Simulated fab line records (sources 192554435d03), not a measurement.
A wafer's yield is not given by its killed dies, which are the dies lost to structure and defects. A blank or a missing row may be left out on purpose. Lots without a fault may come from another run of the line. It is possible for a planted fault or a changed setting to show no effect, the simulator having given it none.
fab line records	flow n5-finfet
record: lots: 10	wafers: 30	last-day: 17
route steps=1938 shown ZERO_LAYER@17 WELL_APT@44 PMOS_HMC_CHANNEL_EPI@66 BEOL_M4@1111
lots untouched by any fault: they come from a run of this same line in which no faults occurred
start-h: hours from the record's first day to the start of the lot's first wafer shown	wait-h: how many hours have passed since the lot's step before this one	" same as the row above	L1.1+2: one row covering several wafers at once	- value missing, or start not given	* or withheld: withheld	< > ~ a bound
route shown NAME@n: NAME is a module with steps in the file, n the number in the route of the first one	usual: mean and standard deviation over wafers with no fault	same: alike in all rows	chamber/n: place in a boat	sites: per-site readings	_std_site: standard deviation of those values	_edge_site: inner sites' mean taken away from outer sites' mean	radius-mm: for every site, how far away it sits from the centre of the wafer	mask NAME#n: copy n	behind: tool/chamber where the wafer was last shaped	hold: reason for holding the lot/hours on hold/outcome of the hold	device: transistor that didn't switch, given as n, p or np	end of line: tests run on the same wafers once the route is complete	a step with no rows: only its recipe	killed: dies that structure and defects cost at the first sort, which is not the same as the wafer's yield	map: the dies of a wafer, with x for killed, . for not killed, _ for no die there
set.NAME: the run value of the setting; set.NAME@STEP: its run value at that earlier step	model.NAME: the simulator's own value behind a step, which no gauge read
the route's steps for a sample of lots (tables are steps, rows are wafers)
services: the hour from which a tool's chamber was out of use, counted from the record's first day as start-h (under 0 if before that day), plus the number of hours and why
== steps ==
step: N5_ZERO_LAYER_STRIP_24
recipe: chemistry: O2	power-w: 1000	temp-c: 250	overash-fraction: 0.3	pressure-mtorr: 1000	o2-flow-sccm: 6750
usual: chamber-pressure-mTorr: 1000.0/0.98	drypump-motor-current-A: 5.6/0.41	heater-power-w: 321/43	oes-product-au: 0.647/0.0052	strip-time-to-endpoint-s: 43.85/0.068
lot.wafer	tool	chamber	start-h	wait-h	chamber-pressure-mTorr	drypump-motor-current-A	heater-power-w	oes-product-au	rf-hours-counter-h	strip-time-to-endpoint-s
L639.3	plasma-asher-02	0	12.95	0.1	1001.0	5.3	384	0.654	-	43.81
L639.4	"	1	"	"	1000.5	6.0	294	0.642	-	43.82
L639.6	"	0	"	"	999.4	5.3	395	0.646	-	43.86
L643.2	plasma-asher-01	1	37.00	0.1	999.7	6.2	291	0.645	75	43.94
L643.5	"	1	"	"	999.2	6.1	285	0.651	-	43.91
L643.6	"	0	"	"	1000.6	5.1	292	0.643	-	43.84
L644.2	plasma-asher-01	0	42.92	0.1	-	-	-	-	-	-
L644.3	"	1	"	"	-	-	-	-	-	-
L644.6	"	0	"	"	-	-	-	-	-	-
L645.2	plasma-asher-01	1	49.12	0.1	-	-	-	-	-	-
L645.3	"	0	"	"	-	-	-	-	-	-
L645.4	"	1	"	"	-	-	-	-	-	-
L651.2	plasma-asher-01	0	84.90	0.1	998.4	5.1	289	0.649	84	43.75
L651.3	"	1	"	"	1000.3	6.2	287	0.641	-	43.81
L651.6	"	0	"	"	1000.9	5.1	297	0.655	-	43.84
L654.2	plasma-asher-01	0	103.15	0.1	1000.2	5.1	291	0.643	87	43.82
L654.5	"	0	"	"	999.5	5.1	295	0.645	-	43.88
L654.6	"	1	"	"	1000.7	6.1	282	0.653	-	43.86
L655.1	plasma-asher-01	1	109.05	0.1	999.3	6.1	285	0.643	89	43.86
L655.5	"	1	"	"	1000.4	6.1	282	0.643	-	43.84
L655.6	"	0	"	"	1002.0	5.1	292	0.650	-	43.87
L656.2	plasma-asher-01	1	114.89	0.1	1000.9	6.1	285	0.645	90	43.89
L656.5	"	1	"	"	999.7	6.1	288	0.646	-	43.93
L656.6	"	0	"	"	999.6	5.1	293	0.647	-	43.95
L658.1	plasma-asher-02	0	127.02	0.1	998.2	5.3	387	0.643	50	43.81
L658.3	"	0	"	"	1000.1	5.3	388	0.654	-	43.88
L658.6	"	0	"	"	999.8	5.3	386	0.640	-	43.95
L659.2	plasma-asher-01	0	132.89	0.1	998.1	5.1	290	0.650	93	43.93
L659.4	"	1	"	"	999.8	6.1	292	0.638	-	44.00
L659.5	"	0	"	"	1001.2	5.1	299	0.648	-	43.97
step: N5_WELL_APT_OVL_MEAS_26
recipe: points-per-wafer: 44
usual: PWELL_OVL: -3/5
lot.wafer	tool	chamber	start-h	wait-h	PWELL_OVL[nm]
L639.3	overlay-02	0	14.79	0.0	4
L639.4	"	0	"	"	-6
L639.6	"	0	"	"	-6
L643.2	overlay-01	0	38.94	0.0	3
L643.5	"	0	"	"	-1
L643.6	"	0	"	"	-4
L644.2	overlay-02	0	44.88	0.0	-8
L644.3	"	0	"	"	-2
L644.6	"	0	"	"	-11
L645.2	overlay-02	0	51.16	0.0	-3
L645.3	"	0	"	"	-3
L645.4	"	0	"	"	2
L651.2	overlay-02	0	87.21	0.0	5
L651.3	"	0	"	"	6
L651.6	"	0	"	"	1
L654.2	overlay-01	0	105.23	0.0	-4
L654.5	"	0	"	"	-2
L654.6	"	0	"	"	-5
L655.1	overlay-02	0	110.91	0.0	6
L655.5	"	0	"	"	2
L655.6	"	0	"	"	-1
L656.2	overlay-01	0	117.18	0.0	-6
L656.5	"	0	"	"	-18
L656.6	"	0	"	"	-7
L658.1	overlay-02	0	129.19	0.0	-2
L658.3	"	0	"	"	-10
L658.6	"	0	"	"	4
L659.2	overlay-02	0	134.88	0.0	0
L659.4	"	0	"	"	2
L659.5	"	0	"	"	1
step: N5_WELL_APT_RTA_34
recipe: temp-c: 1000	time-s: 10	ambient: N2	idle-temp-c: 600	ramp-up-c-per-s: 150	ramp-down-c-per-s: 60	cool-to-c: 600
usual: lamp-power-pct: 13.00/0.054	lamp_zone_2_pct: 12.992/0.028	lamp_zone_4_pct: 12.993/0.026	wafer_temp_C_max: 1003.7/1.1
lot.wafer	tool	chamber	start-h	wait-h	lamp-power-pct	lamp_zone_2_pct	lamp_zone_4_pct	wafer_temp_C_max
L639.3	rtp-anneal-01	0	15.69	0.1	13.01	12.953	12.944	1002.9
L639.4	"	0	"	"	13.03	12.948	12.992	1003.1
L639.6	"	0	"	"	12.92	12.979	13.013	1001.7
L643.2	rtp-anneal-01	0	39.78	0.0	12.97	13.013	12.977	1003.4
L643.5	"	0	"	"	13.05	13.011	12.978	1003.1
L643.6	"	0	"	"	12.95	13.021	12.957	1002.6
L644.2	rtp-anneal-02	0	45.98	0.2	12.91	13.027	12.981	1002.0
L644.3	"	0	"	"	12.97	13.068	13.006	1003.8
L644.6	"	0	"	"	13.09	13.015	12.987	1003.7
L645.2	rtp-anneal-02	0	52.00	0.0	12.98	13.007	13.004	1001.4
L645.3	"	0	"	"	12.93	13.000	12.998	1003.2
L645.4	"	0	"	"	13.05	12.993	13.059	1002.7
L651.2	rtp-anneal-01	0	88.30	0.0	12.97	13.006	13.008	1005.0
L651.3	"	0	"	"	13.07	12.965	12.966	1004.8
L651.6	"	0	"	"	13.00	13.013	12.970	1004.7
L654.2	rtp-anneal-01	0	106.28	0.2	12.94	12.961	12.988	1002.1
L654.5	"	0	"	"	12.98	12.991	12.948	1005.6
L654.6	"	0	"	"	13.02	12.993	13.007	1003.3
L655.1	rtp-anneal-01	0	111.73	0.0	12.97	13.033	12.949	1002.0
L655.5	"	0	"	"	12.98	13.010	12.986	1003.2
L655.6	"	0	"	"	12.97	13.007	12.962	1003.8
L656.2	rtp-anneal-02	0	118.18	0.0	13.04	12.974	13.018	1002.1
L656.5	"	0	"	"	12.96	12.999	12.978	1005.4
L656.6	"	0	"	"	13.00	12.998	13.017	1005.5
L658.1	rtp-anneal-02	0	130.27	0.0	13.00	12.980	13.006	1002.0
L658.3	"	0	"	"	12.99	12.988	13.014	1003.8
L658.6	"	0	"	"	12.96	12.991	13.009	1005.0
L659.2	rtp-anneal-02	0	135.78	0.0	12.91	13.036	13.025	1003.9
L659.4	"	0	"	"	12.97	12.975	12.952	1004.9
L659.5	"	0	"	"	13.16	12.983	12.963	1006.2
step: N5_PMOS_HMC_CHANNEL_EPI_OVL_MEAS_10
recipe: points-per-wafer: 44
usual: PMOS_HMC_BLK_OVL: 0.2/0.74
lot.wafer	tool	chamber	start-h	wait-h	PMOS_HMC_BLK_OVL[nm]
L639.3	overlay-01	0	17.20	0.0	-0.6
L639.4	"	0	"	"	-1.1
L639.6	"	0	"	"	-0.8
L643.2	overlay-01	0	41.12	0.0	-0.2
L643.5	"	0	"	"	-0.1
L643.6	"	0	"	"	0.3
L644.2	overlay-01	0	47.31	0.0	0.5
L644.3	"	0	"	"	0.1
L644.6	"	0	"	"	0.3
L645.2	overlay-02	0	53.34	0.0	0.6
L645.3	"	0	"	"	-0.4
L645.4	"	0	"	"	0.7
L651.2	overlay-01	0	89.63	0.0	1.7
L651.3	"	0	"	"	0.8
L651.6	"	0	"	"	0.6
L654.2	overlay-01	0	107.61	0.0	2.0
L654.5	"	0	"	"	1.0
L654.6	"	0	"	"	1.7
L655.1	overlay-01	0	113.08	0.0	-0.8
L655.5	"	0	"	"	0.2
L655.6	"	0	"	"	0.6
L656.2	overlay-02	0	119.41	0.0	0.6
L656.5	"	0	"	"	-0.1
L656.6	"	0	"	"	-0.7
L658.1	overlay-02	0	131.65	0.0	0.7
L658.3	"	0	"	"	0.0
L658.6	"	0	"	"	-0.7
L659.2	overlay-01	0	137.11	0.0	0.8
L659.4	"	0	"	"	0.2
L659.5	"	0	"	"	1.5
step: N5_BEOL_M4_RC_MEAS_101
usual: DIBL_N: 36.1/1.3	DIBL_P: 36.3/1.4	IOFF_N: 0.162/0.024	IOFF_P: 0.22/0.033	ION_N: 674/9.9	ION_P: 464/7.6	SS_N: 71.6/0.53	SS_P: 73.4/0.55	VT_N: 249.4/2.9	VT_P: -249/3.3
lot.wafer	tool	chamber	start-h	wait-h	DIBL_N[mV/V]	DIBL_P[mV/V]	IOFF_N[nA/um]	IOFF_P[nA/um]	ION_N[uA/um]	ION_P[uA/um]	SS_N[mV/dec]	SS_P[mV/dec]	VT_N[mV]	VT_P[mV]
L639.3	prober-02	0	166.52	0.3	36.7	36.0	0.138	0.19	660	454	71.7	73.4	253.4	-253
L639.4	"	0	"	"	37.0	36.1	0.136	0.19	654	448	71.4	73.6	254.5	-252
L639.6	"	0	"	"	36.6	36.4	0.138	0.19	662	456	71.4	73.4	252.0	-251
L643.2	prober-01	0	187.04	0.2	36.3	35.9	0.191	0.26	679	470	71.9	74.5	246.7	-245
L643.5	"	0	"	"	35.9	35.8	0.176	0.26	675	474	72.2	74.1	245.9	-245
L643.6	"	0	"	"	36.3	35.8	0.186	0.26	693	477	71.1	73.0	243.3	-245
L644.2	prober-02	0	195.37	0.2	37.0	37.8	0.167	0.19	665	454	71.7	73.1	249.9	-253
L644.3	"	0	"	"	36.8	37.4	0.158	0.18	665	453	70.7	73.3	250.6	-257
L644.6	"	0	"	"	36.0	36.9	0.138	0.18	663	456	71.4	72.8	255.4	-253
L645.2	prober-02	0	202.33	0.2	37.9	37.4	0.166	0.25	660	459	72.1	73.6	248.5	-246
L645.3	"	0	"	"	36.6	35.6	0.160	0.24	668	468	71.6	73.8	248.5	-245
L645.4	"	0	"	"	36.2	35.0	0.143	0.22	670	468	71.4	73.0	249.0	-244
L651.2	prober-02	0	240.69	0.2	36.9	38.0	0.181	0.26	691	477	72.1	73.8	245.0	-247
L651.3	"	0	"	"	36.8	37.2	0.168	0.24	673	462	71.6	74.0	246.5	-249
L651.6	"	0	"	"	36.3	37.1	0.168	0.23	692	469	71.5	73.7	247.2	-249
L654.2	prober-02	0	255.87	0.2	36.3	37.9	0.187	0.27	687	469	71.6	74.0	245.8	-246
L654.5	"	0	"	"	35.5	36.5	0.165	0.24	667	461	72.0	73.5	250.1	-246
L654.6	"	0	"	"	35.6	36.2	0.168	0.23	673	464	71.6	73.6	251.1	-246
L656.2	prober-02	0	263.85	0.2	36.5	37.6	0.176	0.24	675	464	72.2	73.6	247.8	-248
L656.5	"	0	"	"	34.6	35.0	0.140	0.20	670	463	71.5	72.8	248.8	-250
L656.6	"	0	"	"	35.2	35.9	0.153	0.22	677	468	72.1	73.0	250.4	-250
L655.1	prober-01	0	265.99	0.0	36.7	36.9	0.155	0.21	667	458	72.3	73.3	253.1	-252
L655.5	"	0	"	"	35.5	35.1	0.131	0.18	666	461	71.8	72.8	253.5	-253
L655.6	"	0	"	"	35.3	35.4	0.133	0.19	664	456	71.6	73.3	252.2	-250
L658.1	prober-01	0	278.18	0.0	36.3	37.8	0.179	0.21	675	465	72.1	73.6	247.6	-250
L658.3	"	0	"	"	35.4	36.1	0.161	0.19	675	458	71.5	73.7	248.0	-252
L658.6	"	0	"	"	35.9	36.8	0.170	0.20	675	458	71.7	73.9	250.0	-250
L659.2	prober-02	0	284.58	0.2	38.8	38.9	0.210	0.26	690	472	72.5	74.0	246.8	-249
L659.4	"	0	"	"	36.9	36.9	0.172	0.23	682	468	72.1	73.4	248.5	-248
L659.5	"	0	"	"	37.9	38.3	0.193	0.24	681	466	71.6	74.0	247.4	-249
== services ==
tool	chamber	start-h	hours	kind
plasma-asher-01	-	20.13	12.8	repair
plasma-asher-02	-	43.42	0.4	repair
plasma-asher-01	-	78.79	3.6	repair
== key ==
first-sign: step: N5_ZERO_LAYER_STRIP_24	reading: tool-record	direction: missing
effect none on later readings
met-at N5_ZERO_LAYER_STRIP_24
struck-lots L644,L645
not-acting-at N5_WELL_APT_OVL_MEAS_26,N5_WELL_APT_RTA_34,N5_PMOS_HMC_CHANNEL_EPI_OVL_MEAS_10
onset-between 37.00 42.92
fault: kind: skipped-step-whole	tool: plasma-asher-01	chamber: -	onset-h: 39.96	steps: N5_ZERO_LAYER_STRIP_24	scope: struck-lots-only
